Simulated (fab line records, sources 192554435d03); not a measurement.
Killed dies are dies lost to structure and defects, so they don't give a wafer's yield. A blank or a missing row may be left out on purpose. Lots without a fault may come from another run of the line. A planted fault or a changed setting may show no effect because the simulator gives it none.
Chamber matching | flow n5_finfet | N5_SDB_ALD_29 on ald_sin-01: 4 sister chambers
The step deposits SiNx, target thk 30 nm, pulse time 1 s, ald cycles 600. 4 wafers are shown with their chamber, then 9 later ones without.

WAFERS WITH THEIR CHAMBER
wafer  | chamber | heater_power_w (W)
L088.1 | 3       | 891
L089.3 | 0       | 909
L089.5 | 1       | 688
L089.6 | 2       | 839

WAFERS WITHOUT THEIR CHAMBER
wafer  | heater_power_w (W)
L091.2 | 705
L091.5 | 828
L091.6 | 708
L094.1 | 873
L094.2 | 881
L094.6 | 876
L097.1 | 917
L097.2 | 673
L097.5 | 700

WHICH CHAMBER EACH WENT THROUGH
wafer  | from the rows above          | in truth
L091.2 | 1                            | 1
L091.5 | 2                            | 2
L091.6 | 1                            | 1
L094.1 | can't be placed: 3 or 2 or 0 | 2
L094.2 | can't be placed: 3 or 0      | 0
L094.6 | can't be placed: 3 or 0 or 2 | 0
L097.1 | can't be placed: 0 or 3      | 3
L097.2 | 1                            | 1
L097.5 | 1                            | 1
Placed correctly: 5 of 9. Can't be placed from these rows: 4 (the true chamber is among the candidates in 4). Placed wrongly: 0.
How it was worked out, from the rows above alone: a wafer's distance from a chamber is the root of the sum, over the readings, of the square of ((its reading less the chamber's mean) divided by the reading's scatter). The wafer belongs to the nearest chamber; if the next one is less than 2 further off, it can't be placed. A chamber's mean is the mean of its shown wafers. The scatter: with one shown wafer a chamber, the root of the mean of the squares of how far each hidden wafer lies from its nearest shown one.
